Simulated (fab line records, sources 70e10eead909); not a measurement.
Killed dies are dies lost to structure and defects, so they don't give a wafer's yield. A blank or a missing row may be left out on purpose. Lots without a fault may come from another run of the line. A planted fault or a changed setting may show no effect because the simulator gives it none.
A struck lot beside a sound one | flow nand_harc | 15 steps out of a route of 1302
Sound: wafers L746.2, L746.3, L746.4. Struck: wafers L757.1, L757.2, L757.5. The cause comes at the end.
At each step with rows: each side's tool, then ch and its chambers, then its first start. Under that, the readings that differ: sound wafers | struck wafers | difference of the means | sigmas: that difference in standard deviations of wafers without a fault.
alike: readings whose means differ by less than 2 such deviations, and words and numbers that are the same on both sides. not compared: withheld readings, readings that some wafer has no value for, bounds like >300 that may hide the same value, and numbers for which the record gives no deviation and whose values overlap.
The two part at a step that has a row with sigmas, a row that says differs or no value, or rows on one side only. Numbers that don't overlap but have no deviation are shown without sigmas and don't part them. A reading that every wafer of one side lacks parts them only if that side has two wafers or more.

first, 1 step without rows for these wafers: NHARC_A_CHANNEL_HOLE_D1_SRD_29.
NHARC_A_CHANNEL_HOLE_D1_CD_MEAS_30:
  sound on cd_sem-01, day 12 21:09; struck on cd_sem-01, day 17 09:19
  alike: cd_nm
then, 1 step without rows for these wafers: NHARC_A_CHANNEL_HOLE_D1_XSEM_31.
NHARC_A_CHANNEL_HOLE_D1_INSPECT_40:
  sound on defect_inspect-02, day 12 21:20; struck on defect_inspect-02, day 17 09:29
  alike: raw_defect_count
then, 2 steps without rows for these wafers: NHARC_A_CHANNEL_FILL_D1_PRECLEAN_00 (cleans in SC1); NHARC_A_CHANNEL_FILL_D1_SRD_01.
NHARC_A_CHANNEL_FILL_D1_ALD_02: deposits SiO2, target thk 6 nm, pulse time 10 s, ald cycles 60.
  sound on ald_hk-02 ch 0,1,3, day 12 21:32; struck on ald_hk-01 ch 2,3, day 17 09:41
  alike: heater_power_w, precursor_pulse_height_rel
NHARC_A_CHANNEL_FILL_D1_ALD_03: deposits SiNx, target thk 6 nm, pulse time 60 s, ald cycles 58.
  sound on ald_sin_batch-03 ch 0; struck on ald_sin_batch-03 ch 0
  alike: precursor_pulse_height_rel
then, 1 step without rows for these wafers: NHARC_A_CHANNEL_FILL_D1_ALD_14 (deposits SiO2, target thk 2.5 nm, pulse time 10 s, ald cycles 25).
NHARC_A_CHANNEL_FILL_D1_ALD_15: deposits SiNx, target thk 2 nm, pulse time 60 s, ald cycles 19.
  sound on ald_sin_batch-02 ch 0; struck on ald_sin_batch-03 ch 0
  alike: precursor_pulse_height_rel
NHARC_A_CHANNEL_FILL_D1_ALD_16: deposits SiO2, target thk 1.5 nm, pulse time 10 s, ald cycles 15.
  sound on ald_hk-02 ch 0,1,2, day 13 09:47; struck on ald_hk-01 ch 0,2,3, day 17 21:50
  alike: heater_power_w, precursor_pulse_height_rel
then, 1 step without rows for these wafers: NHARC_A_CHANNEL_FILL_D1_ANNEAL_17 (time 1800 s).
NHARC_A_CHANNEL_FILL_D1_CVD_18: deposits poly-Si, target thk 3 nm.
  sound on lpcvd_poly-02 ch 0, day 13 19:46; struck on lpcvd_poly-01 ch 0, day 18 10:48
  alike: spike_tc_top_C
NHARC_A_CHANNEL_FILL_D1_ETCHBACK_19: etches the open film in HBr/Cl2, target depth 5 nm, time 1.7 s.
  sound on rie_si-01 ch 1,2,3, day 13 21:52; struck on rie_si-04 ch 0,2,3, day 18 13:11
  alike: drypump_motor_current_A, he_backside_leak_sccm, oes_product_au, throttle_valve_pct
  not compared: rf_hours_counter_h
-- the record jumps here: 15 days lie between the struck wafers' starts before and after (it left off in module A_CHANNEL_FILL_D1 and takes up again in module END, whose first step shown is number 1302 of the route) --
NHARC_END_SORT_01:
  the record has rows for the struck wafers here (prober-01 ch 0, day 33 01:53) and none for the sound ones

WHERE THEY PART
Only at NHARC_END_SORT_01, within this record.

WHY: what the simulator had put in
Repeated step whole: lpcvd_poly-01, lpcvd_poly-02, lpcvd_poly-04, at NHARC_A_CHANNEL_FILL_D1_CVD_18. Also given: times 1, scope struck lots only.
